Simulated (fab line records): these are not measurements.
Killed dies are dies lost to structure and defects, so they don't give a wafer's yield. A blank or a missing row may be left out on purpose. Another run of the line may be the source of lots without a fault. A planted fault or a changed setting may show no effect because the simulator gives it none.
fab line records	flow nandHarc
record lots=5	wafers=15	lastDay=33
route steps=1302 shown A_STAIRCASE@738 END@1302
lots with no fault: from the same line, run without faults
startH: hours from the record's first day to the start of the lot's first wafer shown	waitH: hours elapsed since this lot's preceding step	" unchanged from the row above	L1.1+2: one row covering several wafers at once	- value missing, or start not given	* or withheld: withheld	< > ~ a bound
route shown NAME@n: a module of which the file shows steps, and the number in the route of the first	usual: mean/standard deviation taken from wafers without a fault	same: alike in all rows	chamber/n: place in a boat	sites: the reading at each site	_std_site: standard deviation across them	_edge_site: inner sites' mean taken away from outer sites' mean	radiusMm: for every site, how far away it sits from the centre of the wafer	mask NAME#n: copy n	behind: the last tool/chamber to shape the wafer	hold: what put the lot on hold/how long, in hours/how the hold closed	device: which transistor (n, p or np) failed to switch	end of line: the route-end tests of the same wafers	where a step has no rows: the recipe by itself	killed: count of dies lost to structure and defects at first sort (not the wafer's yield)	map: a wafer's dies, marking killed ones x, the rest . and places with no die _
set.NAME: the run value of the setting; set.NAME@STEP: its run value at that earlier step	model.NAME: the simulator's own value behind a step, which no gauge read
lots seen at some steps along the route; tables by step, rows by wafer
services: a tool's chamber out of use, with start hour (startH, from the record's first day; less than 0 if before it), hours out, and reason
## steps
# step NHARC_A_STAIRCASE_TRIM_224
# recipe timeS=211.2	o2FlowSccm=500	arFlowSccm=0	biasW=0	chemistry=O2
# usual drypumpMotorCurrentA=5.7/0.32	oesProductAu=1.001/0.011	rfVppV=57.8/0.91	showerheadPlenumPTorr=3.57/0.13	throttleValvePct=17.037/0.0089
# same timeS=211.2
lot.wafer	tool	chamber	startH	waitH	drypumpMotorCurrentA	oesProductAu	rfHoursCounterH	rfVppV	showerheadPlenumPTorr	throttleValvePct
L528.4	rieDiel-01	1	-	-	6.3	0.995	2	56.9	3.30	17.044
L528.2	"	3	"	"	6.3	1.010	2	58.9	3.53	17.023
L528.1	"	0	"	"	5.7	1.009	2	56.0	3.42	17.032
L532.4	rieDiel-04	3	-	-	5.6	1.006	25	56.2	3.58	17.044
L532.6	"	0	"	"	5.8	0.989	-	57.8	3.73	17.038
L532.5	"	1	"	"	5.5	0.985	-	57.5	3.70	17.025
L533.4	rieDiel-07	2	-	-	5.2	0.987	48	57.5	3.39	17.030
L533.2	"	1	"	"	5.9	1.003	45	58.7	3.75	17.030
L533.5	"	2	"	"	5.2	0.986	-	57.1	3.39	17.030
L541.3	rieDiel-04	3	-	-	5.7	0.995	5	58.2	3.56	17.042
L541.2	"	2	"	"	5.6	0.986	5	58.6	3.55	17.026
L541.6	"	1	"	"	5.4	0.989	-	56.7	3.68	17.023
L546.3	rieDiel-04	1	-	-	5.5	0.990	20	57.8	3.67	17.045
L546.6	"	1	"	"	5.5	0.994	-	57.9	3.67	17.039
L546.4	"	2	"	"	5.7	0.986	-	58.7	3.54	17.032
# step NHARC_A_STAIRCASE_ETCH_225
# recipe targetDepthA=1000	timeS=40.5	ionEnergyEv=400	c4f8FlowSccm=20	o2FlowSccm=10	arFlowSccm=withheld	rfW=600	biasW=1000	chemistry=C4F8/O2
# step NHARC_A_STAIRCASE_TRIM_226
# recipe timeS=211.2	o2FlowSccm=500	arFlowSccm=0	biasW=0	chemistry=O2
# step NHARC_A_STAIRCASE_ETCH_227
# recipe targetDepthA=1000	timeS=40.5	ionEnergyEv=400	c4f8FlowSccm=20	o2FlowSccm=10	arFlowSccm=withheld	rfW=600	biasW=1000	chemistry=C4F8/O2
# usual oesProductAu=0.941/0.013	rfVppV=897/5.1	runLengthS=61.8/0.33
# same timeS=40.5
lot.wafer	tool	chamber	startH	waitH	oesProductAu	rfHoursCounterH	rfVppV	runLengthS
L528.4	rieDiel-01	3	-	-	0.952	2	898	61.5
L528.2	"	0	"	"	0.960	2	892	62.0
L528.1	"	1	"	"	0.939	2	887	61.6
L532.4	rieDiel-04	1	-	-	0.938	23	903	62.4
L532.6	"	3	"	"	0.934	-	899	61.8
L532.5	"	0	"	"	0.941	-	903	61.4
L533.4	rieDiel-07	0	-	-	0.951	47	898	61.3
L533.2	"	1	"	"	0.959	45	905	62.5
L533.5	"	3	"	"	0.926	-	903	61.7
L541.2	rieDiel-04	3	-	-	0.935	6	897	62.0
L541.3	"	1	"	"	0.929	6	901	62.1
L541.6	"	1	"	"	0.924	-	899	62.3
L546.3	rieDiel-04	0	-	-	0.929	8	903	62.3
L546.4	"	2	"	"	0.916	-	897	61.2
L546.6	"	0	"	"	0.921	-	903	61.6
# step NHARC_A_STAIRCASE_TRIM_229
# recipe timeS=211.2	o2FlowSccm=500	arFlowSccm=0	biasW=0	chemistry=O2
# step NHARC_A_STAIRCASE_ETCH_230
# recipe targetDepthA=1000	timeS=40.5	ionEnergyEv=400	c4f8FlowSccm=20	o2FlowSccm=10	arFlowSccm=withheld	rfW=600	biasW=1000	chemistry=C4F8/O2
# step NHARC_A_STAIRCASE_TRIM_231
# recipe timeS=211.2	o2FlowSccm=500	arFlowSccm=0	biasW=0	chemistry=O2
# usual drypumpMotorCurrentA=5.7/0.33	oesProductAu=0.999/0.011	rfVppV=57.9/1	showerheadPlenumPTorr=3.57/0.14	throttleValvePct=17.036/0.0097
# same timeS=211.2
lot.wafer	tool	chamber	startH	waitH	drypumpMotorCurrentA	oesProductAu	rfHoursCounterH	rfVppV	showerheadPlenumPTorr	throttleValvePct
L528.2	rieDiel-01	0	-	-	5.7	1.015	3	58.3	3.42	17.041
L528.4	"	1	"	"	6.3	0.994	3	57.1	3.30	17.063
L528.1	"	2	"	"	5.7	1.004	3	57.6	3.54	17.016
L532.4	rieDiel-04	1	-	-	5.5	1.010	24	59.3	3.70	17.033
L532.6	"	3	"	"	5.6	1.011	-	57.5	3.58	17.047
L532.5	"	0	"	"	5.8	0.998	-	57.9	3.73	17.041
L533.4	rieDiel-04	3	-	-	5.6	1.001	30	57.4	3.57	17.039
L533.2	"	1	"	"	5.4	1.017	30	58.2	3.70	17.050
L533.5	"	3	"	"	5.6	1.003	-	57.9	3.57	17.035
L541.3	rieDiel-04	2	-	-	5.7	0.993	6	58.4	3.55	17.043
L541.2	"	3	"	"	5.6	1.004	6	58.8	3.56	17.027
L541.6	"	2	"	"	5.7	0.993	-	58.3	3.55	17.023
L546.3	rieDiel-07	0	-	-	5.2	0.995	34	56.2	3.60	17.046
L546.4	"	1	"	"	5.9	0.998	34	59.3	3.73	17.024
L546.6	"	2	"	"	5.1	1.000	-	57.2	3.37	17.048
# step NHARC_A_STAIRCASE_ETCH_232
# recipe targetDepthA=1000	timeS=40.5	ionEnergyEv=400	c4f8FlowSccm=20	o2FlowSccm=10	arFlowSccm=withheld	rfW=600	biasW=1000	chemistry=C4F8/O2
# step NHARC_A_STAIRCASE_TRIM_233
# recipe timeS=211.2	o2FlowSccm=500	arFlowSccm=0	biasW=0	chemistry=O2
# usual drypumpMotorCurrentA=5.7/0.33	oesProductAu=1.001/0.01	rfVppV=57.9/0.87	showerheadPlenumPTorr=3.57/0.14	throttleValvePct=17.036/0.0078
# same timeS=211.2
lot.wafer	tool	chamber	startH	waitH	drypumpMotorCurrentA	oesProductAu	rfHoursCounterH	rfVppV	showerheadPlenumPTorr	throttleValvePct
L528.1	rieDiel-01	3	-	-	6.3	1.000	3	57.0	3.53	17.026
L528.2	"	0	"	"	5.7	1.015	3	59.3	3.42	17.025
L528.4	"	2	"	"	5.7	1.010	3	57.0	3.54	17.039
L532.4	rieDiel-04	1	-	-	5.5	1.000	24	57.8	3.70	17.043
L532.5	"	0	"	"	5.8	0.990	-	58.7	3.73	17.038
L532.6	"	1	"	"	5.5	1.000	-	57.8	3.70	17.042
L533.2	rieDiel-04	1	-	-	5.5	1.013	30	58.1	3.70	17.038
L533.4	"	2	"	"	5.7	0.989	33	59.0	3.56	17.028
L533.5	"	0	"	"	5.8	0.999	-	57.8	3.73	17.034
L541.2	rieDiel-04	3	-	-	5.6	1.018	6	57.9	3.56	17.039
L541.3	"	2	"	"	5.7	0.995	6	59.0	3.55	17.030
L541.6	"	1	"	"	5.4	0.989	-	57.5	3.68	17.029
L546.3	rieDiel-07	0	-	-	5.2	1.009	34	58.0	3.60	17.039
L546.4	"	3	"	"	5.4	0.983	39	56.3	3.72	17.038
L546.6	"	1	"	"	5.9	0.994	-	58.7	3.73	17.026
# step NHARC_A_STAIRCASE_ETCH_234
# recipe targetDepthA=1000	timeS=40.5	ionEnergyEv=400	c4f8FlowSccm=20	o2FlowSccm=10	arFlowSccm=withheld	rfW=600	biasW=1000	chemistry=C4F8/O2
# step NHARC_A_STAIRCASE_TRIM_235
# recipe timeS=211.2	o2FlowSccm=500	arFlowSccm=0	biasW=0	chemistry=O2
# usual drypumpMotorCurrentA=5.7/0.33	oesProductAu=1.002/0.01	rfVppV=57.9/0.91	showerheadPlenumPTorr=3.57/0.14	throttleValvePct=17.036/0.0093
# same timeS=211.2
lot.wafer	tool	chamber	startH	waitH	drypumpMotorCurrentA	oesProductAu	rfHoursCounterH	rfVppV	showerheadPlenumPTorr	throttleValvePct
L528.2	rieDiel-01	0	-	-	5.7	1.010	3	57.2	3.42	17.027
L528.1	"	1	"	"	6.3	1.022	3	56.4	3.30	17.025
L528.4	"	2	"	"	5.7	1.000	3	58.1	3.54	17.034
L532.4	rieDiel-04	2	-	-	5.7	0.985	27	59.0	3.57	17.047
L532.5	"	2	"	"	5.7	0.984	-	57.3	3.57	17.038
L532.6	"	3	"	"	5.6	1.004	-	58.3	3.58	17.036
L533.2	rieDiel-04	1	-	-	5.5	1.010	31	59.9	3.70	17.017
L533.4	"	3	"	"	5.6	1.000	31	57.7	3.57	17.036
L533.5	"	1	"	"	5.5	1.005	-	58.8	3.70	17.040
L541.3	rieDiel-04	2	-	-	5.7	0.984	6	56.6	3.55	17.019
L541.2	"	3	"	"	5.6	1.007	6	58.3	3.56	17.042
L541.6	"	3	"	"	5.6	1.003	-	57.2	3.56	17.030
L546.4	rieDiel-07	2	-	-	5.2	1.005	38	57.7	3.37	17.048
L546.3	"	3	"	"	5.4	0.994	39	58.9	3.72	17.042
L546.6	"	3	"	"	5.4	0.985	-	57.6	3.72	17.022
# step NHARC_A_STAIRCASE_ETCH_236
# recipe targetDepthA=1000	timeS=40.5	ionEnergyEv=400	c4f8FlowSccm=20	o2FlowSccm=10	arFlowSccm=withheld	rfW=600	biasW=1000	chemistry=C4F8/O2
# usual oesProductAu=0.943/0.011	rfVppV=897/5	runLengthS=61.8/0.36
lot.wafer	tool	chamber	startH	waitH	oesProductAu	rfHoursCounterH	rfVppV	runLengthS
L528.4	rieDiel-01	1	401.37	-	0.939	3	888	61.4
L528.1	"	2	"	"	0.940	3	898	61.5
L528.2	"	3	"	"	0.958	3	896	61.7
L532.4	rieDiel-04	0	449.85	-	0.940	24	904	61.8
L532.6	"	2	"	"	0.931	-	897	61.5
L532.5	"	3	"	"	0.943	-	897	61.8
L533.4	rieDiel-04	0	462.81	-	0.920	28	903	44.7
L533.2	"	1	"	"	0.927	31	903	62.5
L533.5	"	0	"	"	0.923	-	903	44.8
L541.3	rieDiel-04	3	553.30	-	0.948	7	898	62.0
L541.2	"	1	"	"	0.921	7	900	62.3
L541.6	"	2	"	"	0.923	-	897	61.5
L546.3	rieDiel-07	2	589.65	-	0.950	38	890	61.9
L546.4	"	0	"	"	0.948	34	898	61.2
L546.6	"	2	"	"	0.943	-	889	62.3
# step NHARC_END_SORT_01
# recipe tempC=25
# usual killedAtArray=57/20	killedAtOther=1.0/1.5	killedAtPeriphery=3.5/2.5	killedDies=62/21	killedOpen=3.5/1.9	killedShort=2.4/1.6
# same grossDies=677
lot.wafer	tool	chamber	startH	waitH	killedAtArray	killedAtOther	killedAtPeriphery	killedDies	killedOpen	killedShort
L528.1	prober-01	0	605.06	2.4	41	0	1	42	5	4
L528.2	prober-01	0	605.86	2.8	51	0	4	55	8	1
L528.4	prober-01	0	607.46	3.4	38	0	4	42	2	4
L533.4	prober-02	0	664.86	3.4	670	3	4	677	5	3
L533.5	prober-02	0	665.66	3.7	669	4	4	677	5	1
L541.2	prober-01	0	757.96	2.8	70	0	3	73	3	0
L541.3	prober-01	0	758.76	3.1	81	0	3	84	5	2
L541.6	prober-01	0	761.16	4.0	88	0	2	90	2	3
# killed by level:class
L528.1 A_CHANNEL_HOLE_D2:chamberFilmFlake=20 A_CONTACT:chamberFilmFlake=6 A_CHANNEL_HOLE_D1:chamberFilmFlake=3 A_M0:geometricParticle:short=2 A_STAIRCASE:chamberFilmFlake=2 P_GATE:geometricParticle:open=1 A_ONON_D1:geometricParticle:short=1 A_ONON_D1:geometricParticle:open=1
L528.2 A_CHANNEL_HOLE_D2:chamberFilmFlake=28 A_CHANNEL_HOLE_D1:chamberFilmFlake=7 A_CONTACT:chamberFilmFlake=7 P_CONTACT:geometricParticle:open=2 A_CHANNEL_FILL_D2:geometricParticle:open=2 A_M0:geometricParticle:open=2 A_WL_FILL:chamberFilmFlake=2 A_ONON_D1:geometricParticle:open=1
L528.4 A_CHANNEL_HOLE_D2:chamberFilmFlake=26 P_STI:chamberFilmFlake=3 A_CONTACT:chamberFilmFlake=3 A_WL_FILL:chamberFilmFlake=2 P_CONTACT:geometricParticle:open=1 A_ONON_D1:geometricParticle:open=1 A_ONON_D1:geometricParticle:short=1 A_CHANNEL_HOLE_D1:geometricParticle:short=1
L533.4 A_STAIRCASE:areaEtch=575 A_CHANNEL_HOLE_D1:chamberFilmFlake=31 A_SLIT:chamberFilmFlake=27 A_CHANNEL_HOLE_D2:chamberFilmFlake=17 A_CONTACT:chamberFilmFlake=11 THIN_TSV:chamberFilmFlake=3 A_ONON_D1:geometricParticle:short=2 A_STAIRCASE:chamberFilmFlake=2
L533.5 A_STAIRCASE:areaEtch=593 A_SLIT:chamberFilmFlake=27 A_CHANNEL_HOLE_D1:chamberFilmFlake=25 A_CHANNEL_HOLE_D2:chamberFilmFlake=12 A_CONTACT:chamberFilmFlake=5 THIN_TSV:chamberFilmFlake=4 A_STAIRCASE:chamberFilmFlake=3 P_M0:geometricParticle:open=1
L541.2 A_SLIT:chamberFilmFlake=34 A_CHANNEL_HOLE_D1:chamberFilmFlake=27 A_CONTACT:chamberFilmFlake=2 P_M2:chamberFilmFlake=2 A_SGD_CUT:chamberFilmFlake=2 A_DECK1_JOINT:geometricParticle:open=1 A_SGD_CUT:geometricParticle:open=1 A_M0:geometricParticle:open=1
L541.3 A_SLIT:chamberFilmFlake=31 A_CHANNEL_HOLE_D1:chamberFilmFlake=28 A_SGD_CUT:chamberFilmFlake=5 A_STAIRCASE:chamberFilmFlake=4 A_CONTACT:chamberFilmFlake=4 A_ZERO_WELL:chamberFilmFlake=3 A_WL_FILL:geometricParticle:open=2 P_CONTACT:geometricParticle:short=1
L541.6 A_SLIT:chamberFilmFlake=32 A_CHANNEL_HOLE_D1:chamberFilmFlake=27 A_STAIRCASE:chamberFilmFlake=8 A_CONTACT:chamberFilmFlake=5 A_ZERO_WELL:chamberFilmFlake=3 A_SGD_CUT:chamberFilmFlake=3 A_WL_FILL:chamberFilmFlake=2 P_M1:geometricParticle:short=1
# map L533.4 (x killed, . not)
____________x____________
_________xxxxxxx_________
_______xxxxxxxxxxx_______
______xxxxxxxxxxxxx______
_____xxxxxxxxxxxxxxx_____
____xxxxxxxxxxxxxxxxx____
____xxxxxxxxxxxxxxxxx____
___xxxxxxxxxxxxxxxxxxx___
___xxxxxxxxxxxxxxxxxxx___
__xxxxxxxxxxxxxxxxxxxxx__
__xxxxxxxxxxxxxxxxxxxxx__
_xxxxxxxxxxxxxxxxxxxxxxx_
_xxxxxxxxxxxxxxxxxxxxxxx_
_xxxxxxxxxxxxxxxxxxxxxxx_
_xxxxxxxxxxxxxxxxxxxxxxx_
_xxxxxxxxxxxxxxxxxxxxxxx_
xxxxxxxxxxxxxxxxxxxxxxxxx
xxxxxxxxxxxxxxxxxxxxxxxxx
xxxxxxxxxxxxxxxxxxxxxxxxx
xxxxxxxxxxxxxxxxxxxxxxxxx
xxxxxxxxxxxxxxxxxxxxxxxxx
_xxxxxxxxxxxxxxxxxxxxxxx_
_xxxxxxxxxxxxxxxxxxxxxxx_
_xxxxxxxxxxxxxxxxxxxxxxx_
_xxxxxxxxxxxxxxxxxxxxxxx_
_xxxxxxxxxxxxxxxxxxxxxxx_
__xxxxxxxxxxxxxxxxxxxxx__
__xxxxxxxxxxxxxxxxxxxxx__
___xxxxxxxxxxxxxxxxxxx___
___xxxxxxxxxxxxxxxxxxx___
____xxxxxxxxxxxxxxxxx____
____xxxxxxxxxxxxxxxxx____
_____xxxxxxxxxxxxxxx_____
______xxxxxxxxxxxxx______
_______xxxxxxxxxxx_______
_________xxxxxxx_________
____________x____________
# map L532.4 (x killed, . not)
____________.____________
_________x......_________
_______.......x..._______
______...........x.______
_____x...........x.._____
____........x........____
____.....x...........____
___...........x.......___
___............xxx....___
__...........x.xx..x...__
__x...........x.xxxxx..__
_..............xxxxx.x.._
_...............xxxx...._
_..............xxxx....._
_..............x..xxx..._
_..............x........_
x..x.......x..xxxx.......
...................x.....
..................x......
............x.x..........
.............x........x..
_x.xxx.....x......x....._
_xxxxx.................._
_xxx.x......x..........._
_.xxxx.x................_
_.xxx..x......x........._
__x.........x..........__
__xxxx.................__
___...x...............___
___...................___
____....x............____
____.................____
_____..............._____
______....x........______
_______..........._______
_________......._________
____________.____________
## services
tool	chamber	startH	hours	kind
rieDiel-01	3	378.09	9.6	repair
rieDiel-01	-	380.80	9.0	pm
rieDiel-04	0	388.40	-	clean
rieDiel-04	1	388.40	-	clean
rieDiel-04	2	388.40	-	clean
rieDiel-04	3	388.40	-	clean
rieDiel-07	0	393.62	9.9	repair
rieDiel-07	0	403.85	8.8	repair
rieDiel-04	0	413.25	-	clean
rieDiel-04	1	413.25	-	clean
rieDiel-04	2	413.25	-	clean
rieDiel-04	3	413.25	-	clean
rieDiel-04	0	437.75	-	clean
rieDiel-04	1	437.75	-	clean
rieDiel-04	2	437.75	-	clean
rieDiel-04	3	437.75	-	clean
rieDiel-04	0	462.26	-	clean
rieDiel-07	-	471.20	9.0	pm
rieDiel-04	-	532.93	9.0	pm
rieDiel-07	1	554.62	4.5	repair
rieDiel-07	0	555.62	7.3	repair
rieDiel-01	-	557.89	9.0	pm
rieDiel-01	2	581.64	14.5	repair
rieDiel-04	3	582.21	24.3	repair
## key
firstSign step=NHARC_A_STAIRCASE_ETCH_236	reading=runLengthS	direction=down	sigmas=47	usual=*	struck=*
effect step=NHARC_END_SORT_01	reading=killedAtArray	direction=up	sigmas=30	usual=57	struck=670
moreKillsBornAt NHARC_A_STAIRCASE_ETCH_236@rieDiel-04=1168
metAt NHARC_A_STAIRCASE_ETCH_236
struckWafers L533.4,L533.5
laterRowsLeftOut L533.4,L533.5
testerLeftOut L533
onsetBetween 449.85 462.81
fault kind=processParameterDrift	tool=rieDiel-04	chamber=0	onsetH=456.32	steps=NHARC_A_STAIRCASE_ETCH_236	channel=timeS	offset=*	shape=step	endH=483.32	actsIn=*	stated=*
# testerLeftOut: of these lots the tester's yield and bins aren't shown, on N5 and GAA mostly nor the transistor test; their killed dies are dies lost to structure and defects alone, not to doping, threshold or leakage, so they don't give the yield
# laterRowsLeftOut: the simulator's readings of these wafers behind a module that went badly wrong aren't trusted and aren't shown, but for the sort
